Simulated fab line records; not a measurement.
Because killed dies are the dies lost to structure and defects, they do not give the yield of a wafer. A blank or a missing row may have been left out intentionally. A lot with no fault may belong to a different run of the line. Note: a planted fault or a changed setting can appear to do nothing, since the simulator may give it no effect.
fab line records | flow n5_finfet
[record] lots = 11 wafers = 31 last_day = 18
route steps=1938 shown BEOL_M3@1008 BEOL_M4@1028 PASSIVATION@1936
lots with no fault: from the same line, run without faults
start_h: start of the lot's first displayed wafer, in hours after the record's first day | wait_h: time in hours since the lot's previous step | " identical to the entry in the row above | L1.1+2: several wafers, shown together as one row | - no value, or no start was given | * or withheld: withheld | < > ~ a bound
route shown NAME@n: a module of which the file shows steps, and the number in the route of the first | usual: the fault-free wafers' mean and standard deviation | same: alike in all rows | chamber/n: place in a boat | sites: the reading at each site | _std_site: the standard deviation of these | _edge_site: outer sites' mean less inner sites' | radius_mm: how far each site lies from the wafer's centre | mask NAME#n: copy n | behind: the most recent tool/chamber to have shaped the wafer | hold: why the lot was held/for how many hours/how that ended | device: the transistor (n, p or np) that didn't switch | end of line: the same wafers' tests at the end of the route | for a step that has no rows: nothing shown but its recipe | killed: not the wafer's yield, but the dies lost to structure and defects at the first sort | map: a wafer's dies, marking killed ones x, the rest . and places with no die _
set.NAME: setting as actually run; set.NAME@STEP: the setting as run at that earlier step | model.NAME: the simulator's own value behind a step, which no gauge read
the route's steps for a sample of lots (tables are steps, rows are wafers)
services: a tool's chamber out of use, with start hour (start_h, from the record's first day; less than 0 if before it), hours out, and reason
[[steps]]
[step N5_BEOL_M3_SPUTTER_94]
[recipe] material = Cu target_thk_a = 45 temp_c = -20 chamber_pressure_pa = 0.07 power_w = withheld time_s = 8.29
[usual] throttle_valve_pct = 29.8/0.88
// columns lot.wafer tool chamber start_h wait_h throttle_valve_pct
L156.1 pvd_sputter-02 - 147.65 0.1 29.1
L156.2 " - " " 28.1
L156.3 " - " " 30.8
L157.1 pvd_sputter-01 - 152.96 0.1 29.9
L157.4 " - " " 29.2
L157.6 " - " " 28.8
L159.5 pvd_sputter-03 - 169.82 0.0 29.6
L159.6 " - " " 30.1
L163.2 pvd_sputter-03 - 202.20 0.1 29.4
L163.3 " - " " 30.5
L163.5 " - " " 29.7
L165.1 pvd_sputter-02 - 202.32 0.1 30.8
L165.3 " - " " 30.6
L165.4 " - " " 28.9
L168.3 pvd_sputter-03 - 235.55 0.1 30.2
L168.4 " - " " 31.0
L168.6 " - " " 30.5
L173.1 pvd_sputter-02 - 259.72 0.1 27.8
L173.5 " - " " 28.0
L173.6 " - " " 30.7
L176.2 pvd_sputter-01 - 276.51 0.1 29.6
L176.5 " - " " 30.8
L177.1 pvd_sputter-03 - 288.33 0.1 29.4
L177.4 " - " " 29.5
L177.6 " - " " 30.9
L178.1 pvd_sputter-03 - 294.60 0.1 30.8
L178.4 " - " " 29.4
L178.6 " - " " 29.4
L179.2 pvd_sputter-03 - 320.23 0.1 29.5
L179.5 " - " " 29.6
L179.6 " - " " 30.9
[step N5_BEOL_M4_COAT_05]
[recipe] resist = CAR-EUV spin_rpm = 1500 resist_thk_nm = 30
[usual] spin_speed_rpm = 1499.8/0.97
// columns lot.wafer tool chamber start_h wait_h spin_speed_rpm
L156.1 litho_track-02 0 150.01 - 1499.0
L156.2 " 0 " " 1499.7
L156.3 " 0 " " 1500.4
L157.1 litho_track-03 0 155.22 - 1499.7
L157.4 " 0 " " 1499.0
L157.6 " 0 " " 1500.0
L159.5 litho_track-05 0 172.81 - 1498.2
L159.6 " 0 " " 1499.1
L163.2 litho_track-02 0 204.63 - 2111.4
L163.3 " 0 " " 2109.5
L163.5 " 0 " " 2110.9
L165.1 litho_track-02 0 204.77 - 2110.6
L165.3 " 0 " " 2111.1
L165.4 " 0 " " 2111.1
L168.3 litho_track-05 0 237.62 - 1501.2
L168.4 " 0 " " 1498.8
L168.6 " 0 " " 1498.0
L173.1 litho_track-03 0 263.25 - 1500.0
L173.5 " 0 " " 1498.7
L173.6 " 0 " " 1499.2
L176.2 litho_track-05 0 278.71 - 1497.6
L176.5 " 0 " " 1501.5
L177.1 litho_track-05 0 291.88 - 1499.7
L177.4 " 0 " " 1500.1
L177.6 " 0 " " 1499.8
L178.1 litho_track-02 0 299.81 - 1501.2
L178.4 " 0 " " 1499.5
L178.6 " 0 " " 1501.3
L179.2 litho_track-03 0 322.34 - 1502.1
L179.5 " 0 " " 1501.4
L179.6 " 0 " " 1501.6
[step N5_BEOL_M4_CD_MEAS_11]
[recipe] target_cd_nm = 16.79 landing_energy_ev = 500 detector = se_inlens polarity = opening
[usual] cd_nm = 16.81/0.27
// columns lot.wafer tool chamber start_h wait_h cd_nm
L156.1 cd_sem-01 0 150.40 - 16.64
L156.2 " 0 " " 16.49
L156.3 " 0 " " 16.89
L157.1 cd_sem-02 0 155.48 - 16.34
L157.4 " 0 " " 16.67
L157.6 " 0 " " 16.59
L159.5 cd_sem-01 0 173.08 - 16.75
L159.6 " 0 " " 16.83
L163.2 cd_sem-02 0 205.02 - 17.46
L163.3 " 0 " " 16.81
L163.5 " 0 " " 17.13
L165.1 cd_sem-03 0 205.06 - 17.37
L165.3 " 0 " " 17.27
L165.4 " 0 " " 16.61
L168.3 cd_sem-02 0 237.89 - 16.66
L168.4 " 0 " " 16.68
L168.6 " 0 " " 16.70
L173.1 cd_sem-03 0 263.51 - 16.56
L173.5 " 0 " " 16.65
L173.6 " 0 " " 16.96
L176.2 cd_sem-03 0 279.09 - 16.94
L176.5 " 0 " " 16.99
L177.1 cd_sem-03 0 292.14 - 16.85
L177.4 " 0 " " 16.58
L177.6 " 0 " " 16.39
L178.1 cd_sem-01 0 300.07 - 16.73
L178.4 " 0 " " 17.11
L178.6 " 0 " " 16.50
L179.2 cd_sem-03 0 322.61 - 16.54
L179.5 " 0 " " 16.38
L179.6 " 0 " " 16.44
[step N5_BEOL_M4_OVL_MEAS_12]
[recipe] points_per_wafer = 522
[usual] M4_OVL = -0.4/0.6
[same] points_per_wafer = 522
// columns lot.wafer tool chamber start_h wait_h M4_OVL[nm]
L156.1 overlay-02 0 150.43 0.0 0.1
L156.2 " 0 " " 0.5
L156.3 " 0 " " 0.0
L157.1 overlay-02 0 155.51 0.0 -0.7
L157.4 " 0 " " 0.0
L157.6 " 0 " " -1.4
L159.5 overlay-02 0 173.13 0.0 -0.5
L159.6 " 0 " " -0.9
L163.2 overlay-02 0 205.05 0.0 -0.7
L163.3 " 0 " " -0.2
L163.5 " 0 " " -0.6
L165.1 overlay-01 0 205.09 0.0 0.0
L165.3 " 0 " " 0.5
L165.4 " 0 " " 0.3
L168.3 overlay-02 0 237.93 0.0 0.1
L168.4 " 0 " " 0.1
L168.6 " 0 " " -1.2
L173.1 overlay-01 0 263.54 0.0 0.1
L173.5 " 0 " " -0.6
L173.6 " 0 " " -1.0
L176.2 overlay-01 0 279.13 0.0 -0.3
L176.5 " 0 " " -0.6
L177.1 overlay-01 0 292.17 0.0 0.3
L177.4 " 0 " " 0.4
L177.6 " 0 " " -0.6
L178.1 overlay-01 0 300.11 0.0 -1.2
L178.4 " 0 " " -1.8
L178.6 " 0 " " -1.0
L179.2 overlay-02 0 322.64 0.0 -0.7
L179.5 " 0 " " -0.6
L179.6 " 0 " " 0.4
[step N5_BEOL_M4_RC_MEAS_101]
[usual] DIBL_N = 37.4/2.1 DIBL_P = 37.8/2.5 IOFF_N = 0.19/0.045 IOFF_P = 0.24/0.05 ION_N = 682/16 ION_P = 467/11 SS_N = 71.9/0.67 SS_P = 73.6/0.76 VT_N = 247/3.6 VT_P = -248/3.6
// columns lot.wafer tool chamber start_h wait_h DIBL_N[mV/V] DIBL_P[mV/V] IOFF_N[nA/um] IOFF_P[nA/um] ION_N[uA/um] ION_P[uA/um] SS_N[mV/dec] SS_P[mV/dec] VT_N[mV] VT_P[mV]
L156.1 prober-01 0 157.99 0.0 36.8 38.7 0.19 0.25 670 461 72.3 75.0 249 -249
L156.2 " 0 " " 37.8 39.0 0.23 0.27 679 460 72.1 74.4 246 -247
L156.3 " 0 " " 33.9 34.3 0.14 0.17 664 451 71.3 72.5 251 -252
L157.1 prober-02 0 164.85 0.0 38.1 39.5 0.21 0.28 690 475 71.5 73.1 244 -245
L157.4 " 0 " " 38.6 39.0 0.22 0.29 698 479 71.9 73.1 243 -244
L157.6 " 0 " " 36.7 37.9 0.19 0.28 696 477 71.7 72.5 241 -243
L159.5 prober-01 0 181.68 0.6 35.5 36.7 0.14 0.21 666 463 71.5 73.2 252 -252
L159.6 " 0 " " 37.0 36.9 0.16 0.22 669 458 71.8 73.8 249 -249
L163.2 prober-02 0 215.91 0.2 38.6 38.7 0.20 0.21 692 458 72.2 74.4 246 -255
L163.3 " 0 " " 36.3 36.8 0.16 0.19 667 448 72.1 73.4 246 -254
L163.5 " 0 " " 38.6 39.7 0.21 0.24 699 467 72.4 74.1 245 -252
L165.1 prober-01 0 216.02 0.0 39.8 40.5 0.25 0.28 692 464 72.8 74.2 242 -244
L165.3 " 0 " " 40.0 40.1 0.23 0.26 670 451 72.4 74.1 248 -248
L165.4 " 0 " " 35.1 36.0 0.15 0.21 684 467 70.8 72.1 247 -249
L168.3 prober-01 0 245.91 0.3 41.3 43.0 0.24 0.33 676 463 72.7 74.0 245 -246
L168.4 " 0 " " 40.2 42.4 0.24 0.32 695 479 72.9 74.7 245 -247
L168.6 " 0 " " 39.6 40.5 0.23 0.28 713 481 72.3 74.7 245 -246
L173.1 prober-01 0 283.37 0.0 40.4 43.3 0.25 0.38 675 465 72.9 75.2 243 -243
L173.5 " 0 " " 37.5 37.7 0.17 0.23 663 453 72.1 72.9 252 -249
L173.6 " 0 " " 40.2 42.0 0.26 0.35 710 484 71.9 74.2 241 -239
L176.2 prober-02 0 288.22 0.2 37.6 37.5 0.20 0.27 715 493 71.5 73.7 246 -244
L176.5 " 0 " " 36.1 36.6 0.19 0.28 697 485 71.0 74.0 247 -242
L177.1 prober-02 0 299.62 0.0 31.5 31.3 0.10 0.15 654 459 70.0 71.4 254 -254
L177.4 " 0 " " 34.3 34.7 0.14 0.19 665 465 71.4 72.7 250 -248
L177.6 " 0 " " 34.5 35.4 0.14 0.20 667 463 71.7 72.8 250 -251
L178.1 prober-01 0 315.96 0.0 36.1 36.7 0.15 0.20 659 448 71.9 72.8 251 -252
L178.4 " 0 " " 35.7 36.4 0.15 0.21 656 452 71.4 73.3 248 -249
L178.6 " 0 " " 35.1 36.8 0.14 0.21 673 461 72.2 73.0 250 -252
L179.2 prober-02 0 330.09 0.2 32.9 33.6 0.11 0.19 677 477 70.8 72.6 253 -247
L179.5 " 0 " " 37.6 38.6 0.20 0.29 699 483 72.1 74.1 245 -245
L179.6 " 0 " " 31.9 32.6 0.10 0.18 665 468 71.5 72.6 257 -248
[step N5_PASSIVATION_PROBE_49]
[usual] defect_limited_yield = 90.9/1.6 killed_at_M0_to_M3 = 34/10 killed_at_M4_up = 13/5.4 killed_at_contacts = 13/6 killed_at_front_end = 42/13 killed_at_other = 4/3.2 killed_dies = 107/18 killed_open = 69/14 killed_short = 35/7.7 sort_bin_4_leakage = 0.02/0.17 sort_bin_5_function = 5.3/1 sort_bin_6_memory = 3.3/0.75 sort_n_pass = 1073/19 sort_yield_pct = 90.9/1.6
[same] gross_dies = 1180 killed_at_back_side = 0 sort_bin_8_speed[%] = 0
// columns lot.wafer tool chamber start_h wait_h defect_limited_yield[%] killed_at_M0_to_M3 killed_at_M4_up killed_at_contacts killed_at_front_end killed_at_other killed_dies killed_open killed_short sort_bin_4_leakage[%] sort_bin_5_function[%] sort_bin_6_memory[%] sort_n_pass sort_yield_pct[%]
L165.1 prober-02 - 312.61 0.0 94.2 29 10 1 29 0 69 39 24 0 2.9 2.3 1111 94.2
L165.3 prober-02 - 312.71 0.1 92.9 27 21 5 24 7 84 44 35 0 4.2 2.5 1096 92.9
L165.4 prober-02 - 312.76 0.2 93.9 26 16 2 24 4 72 40 30 0 3.8 2.1 1108 93.9
L163.2 prober-02 - 315.63 0.1 90.2 29 9 7 69 2 116 86 29 0 5.7 4.1 1064 90.2
L163.3 prober-02 - 315.68 0.1 90.3 45 18 14 36 2 115 69 42 0 5.8 3.6 1065 90.3
L163.5 prober-02 - 315.78 0.2 90.8 29 7 15 55 3 109 77 30 0 6.0 3.1 1071 90.8
// killed by level:class
L165.1 BEOL_M0_SAQP:geometric_particle:open=7 FIN_SAQP:geometric_particle:short=6 BEOL_M0_SAQP:geometric_particle:short=6 FIN_SAQP:geometric_particle:open=5 DUMMY_GATE:geometric_particle:open=4 BEOL_M1:geometric_particle:open=4 BEOL_M3:geometric_particle:open=4 HKMG_FIN:area_etch=4
L165.3 BEOL_M0_SAQP:geometric_particle:open=6 BEOL_M0_SAQP:geometric_particle:short=6 BEOL_M2:geometric_particle:open=5 BEOL_M4:geometric_particle:open=5 ILD0:geometric_particle:open=4 BEOL_M4:geometric_particle:short=4 FIN_SAQP:geometric_particle:short=3 DUMMY_GATE:geometric_particle:open=3
L165.4 BEOL_M0_SAQP:geometric_particle:open=7 FIN_SAQP:geometric_particle:short=5 BEOL_M0_SAQP:geometric_particle:short=5 BEOL_M4:geometric_particle:open=5 STARTING-WAFER:geometric_particle:short=5 FIN_SAQP:geometric_particle:open=4 BEOL_M1:geometric_particle:open=4 BEOL_M3:geometric_particle:open=4
L163.2 STI_FIN_REVEAL:geometric_particle:open=33 STI_FIN_REVEAL:geometric_particle:short=9 FIN_SAQP:geometric_particle:short=8 FIN_SAQP:geometric_particle:open=7 BEOL_M1:geometric_particle:open=6 BEOL_M0_SAQP:geometric_particle:open=5 BEOL_M0:geometric_particle:open=5 BEOL_M2:geometric_particle:open=5
L163.3 BEOL_M0_SAQP:geometric_particle:short=10 MOL_CONTACT_COAG:geometric_particle:open=10 BEOL_M0_SAQP:geometric_particle:open=9 STI_FIN_REVEAL:geometric_particle:open=8 BEOL_M3:geometric_particle:open=7 BEOL_M4:geometric_particle:open=7 FIN_SAQP:geometric_particle:open=6 BEOL_M0:geometric_particle:short=6
L163.5 FIN_SAQP:geometric_particle:open=15 STI_FIN_REVEAL:geometric_particle:open=12 MOL_CONTACT_COAG:geometric_particle:open=11 FIN_SAQP:geometric_particle:short=9 BEOL_M2:geometric_particle:open=8 DUMMY_GATE:geometric_particle:open=6 BEOL_M1:geometric_particle:open=6 MOL_CONTACT_COAG:geometric_particle:short=4
[[services]]
// columns tool chamber start_h hours kind
litho_track-02 - 145.65 - consumable_replace:filter
litho_track-05 - 163.52 - consumable_replace:filter
pvd_sputter-02 - 305.99 6.3 repair
[[key]]
[first_sign] step = N5_BEOL_M4_COAT_05 reading = spin_speed_rpm direction = up sigmas = 99+ usual = * struck = *
effect none on later readings
met_at N5_BEOL_M4_COAT_05
struck_lots L163,L165
not_acting_at N5_BEOL_M3_SPUTTER_94,N5_BEOL_M4_CD_MEAS_11,N5_BEOL_M4_OVL_MEAS_12
onset_between 150.01 204.63
[fault] kind = process_parameter_drift tool = litho_track-02 chamber = - onset_h = 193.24 steps = N5_BEOL_M4_COAT_05 channel = spin_rpm offset = * shape = step end_h = 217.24 acts_in = * stated = *
